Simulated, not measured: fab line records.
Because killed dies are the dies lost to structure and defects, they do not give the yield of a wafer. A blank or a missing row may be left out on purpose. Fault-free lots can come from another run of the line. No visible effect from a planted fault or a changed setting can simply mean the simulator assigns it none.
fab line records	flow nandHarc
[record] lots = 24	wafers = 72	lastDay = 32
route steps=1302 shown P_GATE@149 P_CONTACT@219 P_M0@274 P_M1@297
lots with no fault: from the same line, run without faults
startH: hours from the record's first day to the start of the lot's first wafer shown	waitH: time in hours since the lot's previous step	" identical to the entry in the row above	L1.1+2: a row that stands for several wafers	- either no value or no given start	* or withheld: withheld	< > ~ a bound
route shown NAME@n: a module of which the file shows steps, and the number in the route of the first	usual: mean/standard deviation of fault-free wafers	same: alike in all rows	chamber/n: place in a boat	sites: per-site readings	_std_site: their standard deviation	_edge_site: outer sites' mean less inner sites'	radiusMm: how far each site lies from the wafer's centre	mask NAME#n: copy n	behind: tool/chamber where the wafer was last shaped	hold: cause of the lot's hold/its duration in hours/its outcome	device: transistor that didn't switch, given as n, p or np	end of line: the tests these same wafers got at the end of their route	step lacking rows: just its recipe	killed: at the first sort, the dies lost to defects and structure; wafer yield is something else	map: the dies of a wafer, with x for killed, . for not killed, _ for no die there
set.NAME: the run value of the setting; set.NAME@STEP: its run value at that earlier step	model.NAME: the simulator's own value behind a step, which no gauge read
one table for each step of the route and one row for each wafer, over a sample of lots
services: a tool's chamber out of use, with start hour (startH, from the record's first day; less than 0 if before it), hours out, and reason
[[steps]]
[step NHARC_P_GATE_ETCH_32]
[recipe] targetDepthA = 1500	overEtchFrac = 1	overEtchIonEnergyEv = 40	timeS = 100.1	hbrFlowSccm = 150	cl2FlowSccm = 50	rfW = 400	icpW = 400	biasW = 100	chemistry = HBr/Cl2
[usual] biasW = 100.0/0.31	drypumpMotorCurrentA = 5.8/0.31	oesProductAu = 0.992/0.013	throttleValvePct = 26.406/0.0099
[same] timeS = 100.1
lot.wafer	tool	chamber	startH	waitH	biasW	drypumpMotorCurrentA	oesProductAu	rfHoursCounterH	throttleValvePct
L074.4	rieSi-04	3	104.13	-	100.2	5.3	0.983	0.7	26.417
L074.3	"	0	"	"	99.8	5.9	0.993	0.7	26.404
L074.2	"	2	"	"	99.8	5.6	0.984	0.6	26.423
L075.2	rieSi-05	1	104.81	-	99.7	5.8	0.996	0.9	26.404
L075.6	"	1	"	"	99.9	5.7	0.995	-	26.410
L075.5	"	2	"	"	100.2	5.8	1.002	-	26.400
L076.2	rieSi-02	3	115.22	-	99.8	6.3	0.998	0.0	26.413
L076.3	"	0	"	"	100.0	5.7	1.016	0.0	26.405
L076.6	"	2	"	"	100.6	6.2	1.027	-	26.400
L077.2	rieSi-04	0	131.21	-	100.5	5.9	0.997	0.8	26.421
L077.4	"	1	"	"	99.9	5.9	0.998	0.8	26.399
L077.3	"	3	"	"	99.7	5.3	0.982	0.8	26.377
L078.3	rieSi-04	3	132.29	-	100.5	5.3	0.989	0.9	26.411
L078.4	"	0	"	"	99.7	5.9	0.987	0.9	26.388
L078.6	"	3	"	"	100.9	5.3	0.994	-	26.398
L079.3	rieSi-04	2	143.07	-	99.8	5.6	0.994	0.8	26.411
L079.1	"	3	"	"	100.1	5.3	0.985	1.0	26.406
L079.6	"	1	"	"	99.6	5.9	1.002	-	26.412
L080.2	rieSi-04	1	159.92	-	100.2	6.0	1.006	1.1	26.386
L080.3	"	3	"	"	100.0	5.3	0.977	1.1	26.429
L080.5	"	2	"	"	99.7	5.6	1.001	-	26.403
L081.3	rieSi-05	2	166.51	-	99.5	5.8	1.014	0.2	26.407
L081.1	"	3	"	"	100.7	5.1	0.997	0.2	26.399
L081.5	"	2	"	"	100.0	5.8	1.005	-	26.425
L082.4	rieSi-04	2	176.94	-	99.9	5.6	0.977	0.0	26.407
L082.2	"	3	"	"	100.0	5.3	0.977	0.0	26.401
L082.5	"	2	"	"	99.7	5.6	0.976	-	26.409
L084.3	rieSi-04	3	194.16	-	100.3	5.2	0.981	0.1	26.405
L084.1	"	1	"	"	100.2	6.0	0.997	0.1	26.417
L084.4	"	2	"	"	100.3	5.6	0.980	0.1	26.411
L083.4	rieSi-05	0	194.97	-	100.1	5.5	0.981	0.3	26.389
L083.1	"	1	"	"	99.7	5.8	0.993	0.4	26.412
L083.3	"	3	"	"	100.0	5.1	0.987	0.3	26.378
L085.3	rieSi-02	3	210.73	-	100.2	6.3	1.000	0.5	26.408
L085.6	"	0	"	"	100.3	5.6	1.009	-	26.406
L085.5	"	1	"	"	99.5	5.7	0.995	-	26.400
L086.4	rieSi-02	3	215.75	-	99.8	6.4	1.003	0.5	26.410
L086.1	"	1	"	"	100.6	5.7	0.992	0.6	26.412
L086.6	"	3	"	"	100.5	6.4	0.997	-	26.412
L087.1	rieSi-02	0	222.41	-	100.1	5.6	0.984	0.7	26.391
L087.4	"	1	"	"	100.0	5.7	0.983	0.7	26.392
L087.6	"	3	"	"	100.3	6.4	0.994	-	26.401
L088.4	rieSi-04	3	240.32	-	100.0	5.3	0.966	0.3	26.403
L088.1	"	0	"	"	100.4	5.9	0.978	0.3	26.407
L088.6	"	2	"	"	99.6	5.6	0.987	-	26.427
L089.4	rieSi-04	1	246.15	-	99.5	5.9	1.009	0.5	26.390
L089.5	"	1	"	"	100.1	6.0	1.012	-	26.418
L089.6	"	2	"	"	99.7	5.6	0.978	-	26.394
L090.4	rieSi-02	2	260.78	-	99.7	6.2	1.009	0.8	26.403
L090.3	"	3	"	"	99.8	6.3	0.990	0.9	26.418
L090.5	"	2	"	"	99.5	6.2	1.011	-	26.416
L091.4	rieSi-04	0	269.22	-	99.7	5.9	0.993	0.5	26.392
L091.3	"	2	"	"	99.7	5.6	0.996	0.7	26.394
L091.5	"	3	"	"	100.4	5.3	0.971	-	26.416
L092.1	rieSi-05	1	285.24	-	100.3	5.8	0.995	0.8	26.421
L092.3	"	3	"	"	99.6	5.1	1.007	0.7	26.424
L092.5	"	1	"	"	99.9	5.8	0.994	-	26.422
L093.3	rieSi-04	2	292.40	-	100.1	5.6	0.978	0.8	26.422
L093.2	"	3	"	"	99.8	5.3	0.986	0.7	26.398
L093.6	"	2	"	"	99.5	5.6	0.984	-	26.405
L094.1	rieSi-04	0	296.81	-	99.8	5.9	0.974	0.8	26.395
L094.3	"	1	"	"	100.1	5.9	1.002	0.8	26.410
L094.4	"	2	"	"	100.2	5.6	0.962	0.9	26.409
L096.3	rieSi-04	3	309.33	-	100.0	5.3	0.987	0.8	26.408
L096.6	"	0	"	"	99.6	5.9	0.996	-	26.408
L096.5	"	1	"	"	99.8	5.9	1.008	-	26.409
L095.2	rieSi-02	2	309.44	-	99.5	6.2	1.008	0.1	26.415
L095.3	"	1	"	"	100.3	5.7	0.986	0.2	26.403
L095.5	"	2	"	"	99.7	6.2	1.014	-	26.413
L097.3	rieSi-04	0	326.54	-	100.0	5.9	0.990	1.1	26.409
L097.4	"	1	"	"	99.8	5.9	1.007	1.1	26.397
L097.1	"	2	"	"	100.1	5.6	0.977	1.1	26.393
[step NHARC_P_CONTACT_CMP_01]
[recipe] targetThkNm = 200	material = SiO2
[usual] motorCurrentA = 12.8/1.2
lot.wafer	tool	chamber	startH	waitH	motorCurrentA
L074.4	cmp-03	3	122.70	-	11.8
L074.3	"	1	"	"	12.8
L074.2	"	2	"	"	14.4
L075.2	cmp-02	1	123.63	-	11.3
L075.5	"	3	"	"	12.9
L075.6	"	0	"	"	13.4
L076.3	cmp-03	3	133.81	-	11.5
L076.2	"	1	"	"	12.7
L076.6	"	3	"	"	11.5
L077.2	cmp-01	3	150.22	-	12.8
L077.4	"	0	"	"	10.5
L077.3	"	1	"	"	14.3
L078.4	cmp-02	2	151.08	-	13.6
L078.3	"	3	"	"	13.8
L078.6	"	1	"	"	10.9
L079.3	cmp-02	0	161.98	-	13.1
L079.1	"	2	"	"	13.6
L079.6	"	0	"	"	13.4
L080.2	cmp-03	1	178.87	-	12.6
L080.3	"	0	"	"	13.4
L080.5	"	1	"	"	12.7
L081.3	cmp-02	0	185.16	-	13.0
L081.1	"	1	"	"	10.9
L081.5	"	0	"	"	13.0
L082.2	cmp-03	0	195.68	-	12.8
L082.4	"	1	"	"	13.5
L082.5	"	2	"	"	14.1
L084.1	cmp-02	2	212.56	-	13.6
L084.3	"	3	"	"	13.9
L084.4	"	1	"	"	11.0
L083.3	cmp-02	1	213.59	-	10.5
L083.4	"	2	"	"	13.7
L083.1	"	0	"	"	14.0
L085.3	cmp-01	1	229.47	-	14.6
L085.5	"	3	"	"	12.8
L085.6	"	0	"	"	10.2
L086.4	cmp-03	1	234.61	0.4	12.8
L086.1	"	3	"	"	11.6
L086.6	"	2	"	"	14.5
L087.4	cmp-03	3	241.29	-	12.1
L087.1	"	2	"	"	13.6
L087.6	"	0	"	"	13.7
L088.1	cmp-03	0	258.89	-	13.0
L088.4	"	1	"	"	13.0
L088.6	"	0	"	"	12.8
L089.4	cmp-01	3	264.99	-	12.3
L089.6	"	2	"	"	11.1
L089.5	"	3	"	"	13.5
L090.4	cmp-03	1	279.29	-	13.0
L090.3	"	3	"	"	11.6
L090.5	"	1	"	"	13.1
L091.3	cmp-01	2	288.16	0.4	10.9
L091.4	"	1	"	"	14.3
L091.5	"	3	"	"	13.4
L092.3	cmp-03	2	305.83	-	14.0
L092.1	"	0	"	"	13.5
L092.5	"	3	"	"	12.1
L093.2	cmp-02	1	310.93	-	10.7
L093.3	"	3	"	"	14.5
L093.6	"	1	"	"	11.0
L094.1	cmp-03	3	315.33	-	12.1
L094.3	"	0	"	"	12.4
L094.4	"	1	"	"	12.1
L096.3	cmp-03	3	327.89	-	12.3
L096.5	"	2	"	"	14.2
L096.6	"	3	"	"	11.7
L095.3	cmp-01	1	328.08	-	13.6
L095.2	"	0	"	"	10.9
L095.5	"	1	"	"	13.2
L097.4	cmp-03	3	345.25	-	11.5
L097.1	"	0	"	"	12.4
L097.3	"	1	"	"	12.9
[step NHARC_P_CONTACT_PVD_32]
[recipe] targetThkA = 50	chamberPressurePa = 5	powerW = 5000	substrateTempC = 200	timeS = 17.7	material = Ti
[usual] throttleValvePct = 29.8/1.3
[same] timeS = 17.7
lot.wafer	tool	chamber	startH	waitH	throttleValvePct
L074.2	pvdSputter-01	-	-	-	29.2
L074.3	"	-	"	"	28.0
L074.4	"	-	"	"	29.1
L075.2	pvdSputter-01	-	-	-	31.8
L075.6	"	-	"	"	28.5
L075.5	"	-	"	"	29.3
L076.3	pvdSputter-02	-	-	-	29.3
L076.2	"	-	"	"	30.9
L076.6	"	-	"	"	30.8
L077.4	pvdSputter-02	-	-	-	30.9
L077.2	"	-	"	"	31.0
L077.3	"	-	"	"	29.5
L078.4	pvdSputter-03	-	-	-	31.6
L078.3	"	-	"	"	28.1
L078.6	"	-	"	"	30.4
L079.3	pvdSputter-01	-	-	-	28.9
L079.1	"	-	"	"	29.1
L079.6	"	-	"	"	29.3
L080.2	pvdSputter-01	-	-	-	31.7
L080.3	"	-	"	"	29.4
L080.5	"	-	"	"	29.2
L081.3	pvdSputter-01	-	-	-	31.9
L081.1	"	-	"	"	29.7
L081.5	"	-	"	"	29.3
L082.4	pvdSputter-01	-	-	-	29.3
L082.2	"	-	"	"	29.1
L082.5	"	-	"	"	29.5
L084.4	pvdSputter-03	-	-	-	30.3
L084.1	"	-	"	"	29.4
L084.3	"	-	"	"	30.8
L083.4	pvdSputter-01	-	-	-	29.3
L083.3	"	-	"	"	28.4
L083.1	"	-	"	"	29.1
L085.3	pvdSputter-02	-	-	-	30.7
L085.5	"	-	"	"	31.2
L085.6	"	-	"	"	29.5
L086.4	pvdSputter-01	-	-	-	29.9
L086.1	"	-	"	"	29.2
L086.6	"	-	"	"	30.1
L087.1	pvdSputter-02	-	-	-	31.0
L087.4	"	-	"	"	29.4
L087.6	"	-	"	"	29.2
L088.4	pvdSputter-01	-	-	-	32.0
L088.1	"	-	"	"	27.8
L088.6	"	-	"	"	29.7
L089.4	pvdSputter-01	-	-	-	27.6
L089.5	"	-	"	"	29.7
L089.6	"	-	"	"	27.8
L090.3	pvdSputter-02	-	-	-	30.6
L090.4	"	-	"	"	29.5
L090.5	"	-	"	"	31.0
L091.4	pvdSputter-01	-	-	-	31.7
L091.3	"	-	"	"	29.9
L091.5	"	-	"	"	29.0
L092.3	pvdSputter-01	-	-	-	29.8
L092.1	"	-	"	"	29.2
L092.5	"	-	"	"	28.2
L093.2	pvdSputter-01	-	-	-	29.3
L093.3	"	-	"	"	29.7
L093.6	"	-	"	"	31.9
L094.1	pvdSputter-01	-	-	-	28.1
L094.3	"	-	"	"	29.0
L094.4	"	-	"	"	31.8
L096.3	pvdSputter-03	-	-	-	29.3
L096.6	"	-	"	"	29.5
L096.5	"	-	"	"	30.8
L095.3	pvdSputter-01	-	-	-	28.9
L095.2	"	-	"	"	29.8
L095.5	"	-	"	"	31.8
L097.3	pvdSputter-01	-	-	-	29.1
L097.4	"	-	"	"	32.0
L097.1	"	-	"	"	27.9
[step NHARC_P_CONTACT_ALD_22]
[recipe] targetThkA = 30	pulseTimeS = 1	aldCycles = 150	tempC = 450	material = TiN
[usual] heaterPowerOuterW = 655/79	heaterPowerW = 1028/130	precursorPulseHeightRel = 0.997/0.019
lot.wafer	tool	chamber	startH	waitH	heaterPowerOuterW	heaterPowerW	precursorPulseHeightRel
L074.3	aldMetal-03	3	125.56	-	585	905	1.000
L074.4	"	0	"	"	563	897	1.024
L074.2	"	2	"	"	871	1270	1.031
L075.2	aldMetal-02	1	126.52	-	678	1139	1.007
L075.5	"	2	"	"	555	825	0.988
L075.6	"	3	"	"	711	1163	1.002
L076.2	aldMetal-03	3	136.69	-	586	913	1.019
L076.3	"	0	"	"	572	865	0.990
L076.6	"	1	"	"	755	1180	1.021
L077.2	aldMetal-02	3	153.03	-	718	1161	1.017
L077.3	"	0	"	"	686	1060	0.999
L077.4	"	1	"	"	674	1109	0.996
L078.3	aldMetal-01	1	153.90	-	519	853	0.995
L078.4	"	1	"	"	539	847	1.028
L078.6	"	3	"	"	614	955	1.035
L079.1	aldMetal-02	3	164.82	-	719	1163	0.984
L079.3	"	1	"	"	695	1148	1.028
L079.6	"	0	"	"	702	1058	1.004
L080.2	aldMetal-01	2	181.60	-	613	986	0.973
L080.3	"	0	"	"	682	1055	0.972
L080.5	"	2	"	"	616	995	0.981
L081.1	aldMetal-02	0	187.91	-	694	1059	1.009
L081.3	"	3	"	"	704	1142	0.995
L081.5	"	1	"	"	674	1115	0.981
L082.4	aldMetal-03	1	198.55	-	765	1186	0.987
L082.2	"	0	"	"	560	872	0.965
L082.5	"	2	"	"	888	1329	0.993
L084.3	aldMetal-01	0	215.43	-	702	1042	1.006
L084.1	"	2	"	"	605	995	0.996
L084.4	"	3	"	"	633	1034	0.986
L083.1	aldMetal-02	2	216.46	-	550	820	1.006
L083.3	"	3	"	"	694	1160	0.971
L083.4	"	1	"	"	684	1163	1.045
L085.3	aldMetal-02	2	232.19	-	540	822	1.014
L085.5	"	0	"	"	696	1058	1.023
L085.6	"	1	"	"	688	1102	0.956
L086.1	aldMetal-01	3	237.47	-	667	1033	1.005
L086.4	"	0	"	"	703	1058	1.000
L086.6	"	2	"	"	624	988	1.012
L087.4	aldMetal-02	1	244.20	-	668	1137	0.995
L087.1	"	2	"	"	559	805	0.970
L087.6	"	2	"	"	551	837	0.999
L088.1	aldMetal-01	3	261.61	-	663	1026	0.969
L088.4	"	0	"	"	702	1081	1.007
L088.6	"	2	"	"	619	992	1.027
L089.4	aldMetal-02	1	267.84	-	663	1118	0.983
L089.6	"	0	"	"	721	1045	1.032
L089.5	"	1	"	"	676	1115	0.982
L090.3	aldMetal-01	1	282.00	-	504	806	1.003
L090.4	"	3	"	"	658	1067	1.012
L090.5	"	1	"	"	501	789	1.026
L091.4	aldMetal-02	0	291.05	-	690	1036	0.999
L091.3	"	1	"	"	669	1102	1.005
L091.5	"	2	"	"	554	859	0.951
L092.3	aldMetal-02	1	308.70	-	666	1125	0.969
L092.1	"	2	"	"	550	825	0.985
L092.5	"	0	"	"	691	1050	0.983
L093.2	aldMetal-01	3	313.92	-	647	1032	0.984
L093.3	"	1	"	"	513	793	1.008
L093.6	"	0	"	"	701	1069	0.954
L094.3	aldMetal-02	3	318.29	-	694	1111	0.998
L094.4	"	0	"	"	697	1059	1.002
L094.1	"	1	"	"	665	1111	1.022
L096.3	aldMetal-03	2	330.81	-	837	1268	0.974
L096.6	"	3	"	"	614	952	0.986
L096.5	"	0	"	"	597	908	0.968
L095.2	aldMetal-01	1	330.93	-	507	779	1.003
L095.3	"	2	"	"	633	981	1.034
L095.5	"	1	"	"	496	781	0.961
L097.3	aldMetal-02	0	348.45	-	691	1048	1.012
L097.4	"	1	"	"	671	1076	1.003
L097.1	"	3	"	"	682	1078	0.976
[step NHARC_P_M0_PVD_20]
[recipe] targetThkA = 50	biasV = 168.6	powerW = 15000	chamberPressurePa = 0.12	timeS = 8.06	substrateTempC = 50	material = TaN
[usual] biasV = 168.6/1.9	throttleValvePct = 29.9/1.2
[same] timeS = 8.06
lot.wafer	tool	chamber	startH	waitH	biasV	throttleValvePct
L074.4	pvdSputter-01	-	-	-	167.4	32.0
L074.3	"	-	"	"	169.5	29.4
L074.2	"	-	"	"	168.6	28.1
L075.2	pvdSputter-03	-	-	-	169.6	28.0
L075.6	"	-	"	"	172.5	30.3
L075.5	"	-	"	"	169.3	30.4
L076.3	pvdSputter-01	-	-	-	169.5	31.6
L076.2	"	-	"	"	167.8	29.2
L076.6	"	-	"	"	165.6	29.4
L077.4	pvdSputter-03	-	-	-	167.8	28.0
L077.3	"	-	"	"	171.1	30.3
L077.2	"	-	"	"	169.8	30.4
L078.4	pvdSputter-02	-	-	-	170.0	29.4
L078.3	"	-	"	"	169.6	31.1
L078.6	"	-	"	"	169.2	29.2
L079.3	pvdSputter-03	-	-	-	168.0	27.9
L079.1	"	-	"	"	168.7	30.2
L079.6	"	-	"	"	171.3	31.4
L080.2	pvdSputter-03	-	-	-	171.7	30.6
L080.3	"	-	"	"	169.0	28.2
L080.5	"	-	"	"	171.6	30.9
L081.1	pvdSputter-01	-	-	-	170.3	29.5
L081.3	"	-	"	"	166.5	28.3
L081.5	"	-	"	"	168.2	29.2
L082.2	pvdSputter-01	-	-	-	166.4	31.7
L082.4	"	-	"	"	169.5	29.1
L082.5	"	-	"	"	169.5	28.3
L084.1	pvdSputter-02	-	-	-	171.7	29.5
L084.3	"	-	"	"	169.6	31.0
L084.4	"	-	"	"	167.7	30.7
L083.3	pvdSputter-01	-	-	-	164.7	31.7
L083.4	"	-	"	"	166.6	29.2
L083.1	"	-	"	"	167.3	28.4
L085.3	pvdSputter-02	-	-	-	169.2	29.3
L085.6	"	-	"	"	169.6	29.4
L085.5	"	-	"	"	166.4	30.7
L086.1	pvdSputter-01	-	-	-	169.8	31.9
L086.4	"	-	"	"	168.1	29.3
L086.6	"	-	"	"	170.5	32.0
L087.1	pvdSputter-01	-	-	-	167.7	29.9
L087.4	"	-	"	"	171.9	32.0
L087.6	"	-	"	"	170.1	27.9
L088.1	pvdSputter-03	-	-	-	168.8	29.1
L088.4	"	-	"	"	165.0	28.3
L088.6	"	-	"	"	166.1	29.2
L089.4	pvdSputter-03	-	-	-	169.1	30.8
L089.5	"	-	"	"	168.1	29.6
L089.6	"	-	"	"	167.3	30.8
L090.4	pvdSputter-01	-	-	-	165.7	32.0
L090.3	"	-	"	"	165.5	29.9
L090.5	"	-	"	"	167.2	31.8
L091.4	pvdSputter-01	-	-	-	167.7	31.8
L091.3	"	-	"	"	167.4	29.4
L091.5	"	-	"	"	169.4	32.0
L092.1	pvdSputter-03	-	-	-	171.5	28.1
L092.3	"	-	"	"	172.7	30.4
L092.5	"	-	"	"	165.0	31.0
L093.3	pvdSputter-03	-	-	-	165.6	30.0
L093.2	"	-	"	"	167.2	30.6
L093.6	"	-	"	"	165.7	29.5
L094.3	pvdSputter-03	-	-	-	170.6	28.4
L094.1	"	-	"	"	169.0	30.2
L094.4	"	-	"	"	167.3	30.6
L096.3	pvdSputter-03	-	-	-	168.0	29.6
L096.6	"	-	"	"	167.9	29.6
L096.5	"	-	"	"	168.9	30.8
L095.2	pvdSputter-03	-	-	-	168.2	28.3
L095.3	"	-	"	"	164.1	29.5
L095.5	"	-	"	"	168.0	28.5
L097.1	pvdSputter-02	-	-	-	168.4	29.8
L097.4	"	-	"	"	167.8	31.7
L097.3	"	-	"	"	170.1	29.6
[step NHARC_P_M1_INSPECT_11]
[usual] rawDefectCount = 4.6/2.3
lot.wafer	tool	chamber	startH	waitH	rawDefectCount
L074.2	defectInspect-02	-	131.82	0.0	8
L074.3	"	-	"	"	10
L074.4	"	-	"	"	6
L075.2	defectInspect-02	-	132.94	0.0	1
L075.5	"	-	"	"	6
L075.6	"	-	"	"	7
L076.2	defectInspect-01	-	143.35	0.0	4
L076.3	"	-	"	"	5
L076.6	"	-	"	"	7
L077.2	defectInspect-02	-	159.56	0.0	10
L077.3	"	-	"	"	6
L077.4	"	-	"	"	3
L078.3	defectInspect-02	-	160.31	0.0	3
L078.4	"	-	"	"	3
L078.6	"	-	"	"	1
L079.1	defectInspect-01	-	171.29	0.0	3
L079.3	"	-	"	"	9
L079.6	"	-	"	"	6
L080.2	defectInspect-01	-	188.44	0.0	4
L080.3	"	-	"	"	5
L080.5	"	-	"	"	3
L081.1	defectInspect-01	-	194.63	0.0	3
L081.3	"	-	"	"	5
L081.5	"	-	"	"	6
L082.2	defectInspect-01	-	205.06	0.0	8
L082.4	"	-	"	"	6
L082.5	"	-	"	"	2
L084.1	defectInspect-01	-	221.67	0.0	4
L084.3	"	-	"	"	6
L084.4	"	-	"	"	7
L083.1	defectInspect-01	-	222.67	0.0	2
L083.3	"	-	"	"	2
L083.4	"	-	"	"	2
L085.3	defectInspect-01	-	238.79	0.0	7
L085.5	"	-	"	"	8
L085.6	"	-	"	"	5
L086.1	defectInspect-01	-	243.68	0.0	6
L086.4	"	-	"	"	3
L086.6	"	-	"	"	5
L087.1	defectInspect-02	-	250.42	0.0	5
L087.4	"	-	"	"	4
L087.6	"	-	"	"	7
L088.1	defectInspect-02	-	267.91	0.0	1
L088.4	"	-	"	"	0
L088.6	"	-	"	"	1
L089.4	defectInspect-02	-	274.09	0.0	3
L089.5	"	-	"	"	3
L089.6	"	-	"	"	4
L090.3	defectInspect-02	-	288.37	0.0	2
L090.4	"	-	"	"	3
L090.5	"	-	"	"	2
L091.3	defectInspect-01	-	297.58	0.0	1
L091.4	"	-	"	"	3
L091.5	"	-	"	"	2
L092.1	defectInspect-02	-	314.94	0.0	6
L092.3	"	-	"	"	4
L092.5	"	-	"	"	4
L093.2	defectInspect-02	-	320.66	0.0	5
L093.3	"	-	"	"	6
L093.6	"	-	"	"	6
L094.1	defectInspect-02	-	324.61	0.0	2
L094.3	"	-	"	"	4
L094.4	"	-	"	"	1
L096.3	defectInspect-01	-	337.09	0.0	4
L096.5	"	-	"	"	3
L096.6	"	-	"	"	2
L095.2	defectInspect-02	-	338.27	0.0	5
L095.3	"	-	"	"	7
L095.5	"	-	"	"	7
L097.1	defectInspect-02	-	354.65	0.0	9
L097.3	"	-	"	"	3
L097.4	"	-	"	"	4
[[services]]
tool	chamber	startH	hours	kind
rieSi-04	-	97.74	0.7	repair
cmp-03	-	100.71	0.8	repair
rieSi-04	3	115.44	2.0	repair
pvdSputter-01	-	115.74	3.3	repair
pvdSputter-01	-	151.74	0.8	repair
cmp-03	-	162.79	4.0	pm
rieSi-04	-	165.00	9.0	pm
pvdSputter-03	-	170.00	10.0	pm
aldMetal-02	2	185.34	17.4	repair
cmp-03	-	202.46	21.5	repair
aldMetal-02	0	203.50	18.3	repair
rieSi-04	3	214.54	1.3	repair
pvdSputter-01	-	226.07	10.0	pm
pvdSputter-03	-	237.53	10.7	repair
aldMetal-02	-	254.00	10.0	pm
cmp-03	-	260.79	4.0	pm
pvdSputter-01	-	280.42	4.2	repair
cmp-03	-	289.87	1.7	repair
aldMetal-02	-	293.31	2.7	repair
pvdSputter-01	-	297.18	9.8	repair
cmp-03	-	309.50	0.2	repair
rieSi-04	1	310.54	9.6	repair
rieSi-04	-	342.00	9.0	pm
pvdSputter-03	-	348.00	10.0	pm
[[key]]
fault none
